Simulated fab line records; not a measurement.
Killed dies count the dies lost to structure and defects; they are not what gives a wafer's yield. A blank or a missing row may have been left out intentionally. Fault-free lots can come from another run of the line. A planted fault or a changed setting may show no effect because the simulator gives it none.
A struck lot beside a sound one + flow n5_finfet + 15 steps out of a route of 1938
Sound: wafers L261.1, L261.2, L261.3. Struck: wafer L278.4. (L278.6 of the same lot was not struck and is left out.) The cause comes at the end.
Order at every step that has rows: each side's tool, ch and its chambers, its first start. Under that, the readings that differ: sound wafers + struck wafers + difference of the means + sigmas: that difference in standard deviations of wafers without a fault.
alike: same words and numbers on both sides, and readings whose means sit less than 2 such deviations apart. not compared: any withheld reading, any reading some wafer has no value for, any bound like >300 that may hide the same value, and any number with overlapping values for which the record gives no deviation.
The two part at a step that has a row with sigmas, a row that says differs or no value, or rows on one side only. Numbers that have no deviation but don't overlap get no sigmas and don't part them. A reading that every wafer of one side lacks parts them only if that side has two wafers or more.

first, 4 steps without rows for these wafers: N5_MOL_CONTACT_COAG_SOFTBAKE_79 (time 60 s); N5_MOL_CONTACT_COAG_EXPOSE_81 (exposes mask VG, defocus 0 nm); N5_MOL_CONTACT_COAG_PEB_82 (peb time 60 s); N5_MOL_CONTACT_COAG_DEVELOP_83 (develop time 30 s).
N5_MOL_CONTACT_COAG_CD_MEAS_84: target cd 25.1 nm.
  sound on cd_sem-02 ch 0, day 6 00:28; struck on cd_sem-02 ch 0, day 10 03:44
  alike: cd_nm
N5_MOL_CONTACT_COAG_OVL_MEAS_85:
  sound on overlay-01 ch 0, day 6 00:29; struck on overlay-02 ch 0, day 10 03:47
| reading     | sound        | struck | difference | sigmas |
|-------------|--------------|--------|------------|--------|
| VG_OVL (nm) | 1.3 -0.1 0.3 | -1.1   | -1.6       | -2     |
N5_MOL_CONTACT_COAG_INSPECT_57: inspects for defects (brightfield).
  struck on defect_inspect-01, day 10 03:49; sound on defect_inspect-01, day 6 00:33
  alike: raw_defect_count
N5_MOL_CONTACT_COAG_DESCUM_88: chemistry O2, time 7 s.
  sound on rie_diel-02 ch 1,2,3, day 6 00:35; struck on rie_diel-04 ch 3, day 10 04:03
  alike: drypump_motor_current_A, oes_product_au, rf_vpp_V, showerhead_plenum_p_Torr, throttle_valve_pct
  not compared: rf_hours_counter_h
N5_MOL_CONTACT_COAG_ETCH_89: etches underlayer in N2/H2, target depth 13 nm, time 10.4 s.
  sound on rie_diel-02 ch 1,2,3, day 6 00:37; struck on rie_diel-04 ch 3, day 10 04:05
| reading               | sound             | struck | difference | sigmas |
|-----------------------|-------------------|--------|------------|--------|
| etch_rf_on_time_s (s) | 10.38 10.37 10.43 | 10.06  | -0.33      | -2     |
| n2_flow_sccm (sccm)   | 201.0 199.6 200.0 | 198.0  | -2.2       | -4     |
  alike: drypump_motor_current_A, oes_product_au, rf_vpp_V, showerhead_plenum_p_Torr, throttle_valve_pct
  not compared: rf_hours_counter_h
N5_MOL_CONTACT_COAG_ETCH_90: etches SiARC in CF4, target depth 13 nm, time 21.7 s.
  sound on rie_diel-02 ch 1,2,3, day 6 00:38; struck on rie_diel-04 ch 3, day 10 04:08
  alike: drypump_motor_current_A, etch_rf_on_time_s, mfc_ar_sccm, oes_product_au, rf_vpp_V, showerhead_plenum_p_Torr, throttle_valve_pct
  not compared: rf_hours_counter_h
N5_MOL_CONTACT_COAG_ALD_131: deposits SiO2, target thk 5 nm, pulse time 1 s, co reactant pulse time 1 s.
  sound on ald_sin-01 ch 0,1,3, day 6 00:43; struck on ald_sin-03 ch 1, day 10 04:13
  alike: heater_power_w, precursor_pulse_height_rel
N5_MOL_CONTACT_COAG_ETCHBACK_132: etches SiO2 in CHF3, target depth 10 nm, time 6.7 s.
  sound on rie_diel-02 ch 0,1,3, day 6 01:11; struck on rie_diel-04 ch 2, day 10 04:25
  alike: drypump_motor_current_A, mfc_ar_sccm, oes_product_au, rf_vpp_V, showerhead_plenum_p_Torr, throttle_valve_pct
  not compared: rf_hours_counter_h
N5_MOL_CONTACT_COAG_ETCH_91: etches SOC in N2/H2, target depth 60 nm, overetch 21 nm, time 101.2 s.
  sound on rie_diel-02 ch 0,1,3, day 6 01:13; struck on rie_diel-04 ch 2, day 10 04:29
| reading                                             | sound             | struck | difference | sigmas |
|-----------------------------------------------------|-------------------|--------|------------|--------|
| oes_product_au (a.u.)                               | 0.59 0.64 0.71    | 0.78   | +0.13      | +2     |
| rf_vpp_V (V)                                        | 526.7 528.1 526.9 | 522.8  | -4.4       | -2     |
| model.SiARC_of_MOL_CONTACT_COAG_COAT_76.thk_nm (nm) | 5.8 5.8 5.8       | 6.6    | +0.8       |        |
  alike: drypump_motor_current_A, n2_flow_sccm, showerhead_plenum_p_Torr, throttle_valve_pct
  not compared: rf_hours_counter_h
then, 1 step without rows for these wafers: N5_MOL_CONTACT_COAG_STRIP_92 (strips in N2/H2).
-- here the record skips 3 days between the struck wafers' starts before and after, leaving off in module MOL_CONTACT_COAG and picking up in module BEOL_M4 (first step shown: number 1111 of the route) --
N5_BEOL_M4_RC_MEAS_101:
  sound on prober-01 ch 0, day 8 19:41; struck on prober-02 ch 0, day 13 16:12
| reading       | sound          | struck | difference | sigmas |
|---------------|----------------|--------|------------|--------|
| SS_P (mV/dec) | 72.9 73.6 73.4 | 72.1   | -1.2       | -2     |
  alike: DIBL_N, DIBL_P, IOFF_N, IOFF_P, ION_N, ION_P, SS_N, VT_N, VT_P

## WHERE THEY PART
First at N5_MOL_CONTACT_COAG_OVL_MEAS_85; last, within this record, at N5_BEOL_M4_RC_MEAS_101.

WHY: whatever the simulator had introduced
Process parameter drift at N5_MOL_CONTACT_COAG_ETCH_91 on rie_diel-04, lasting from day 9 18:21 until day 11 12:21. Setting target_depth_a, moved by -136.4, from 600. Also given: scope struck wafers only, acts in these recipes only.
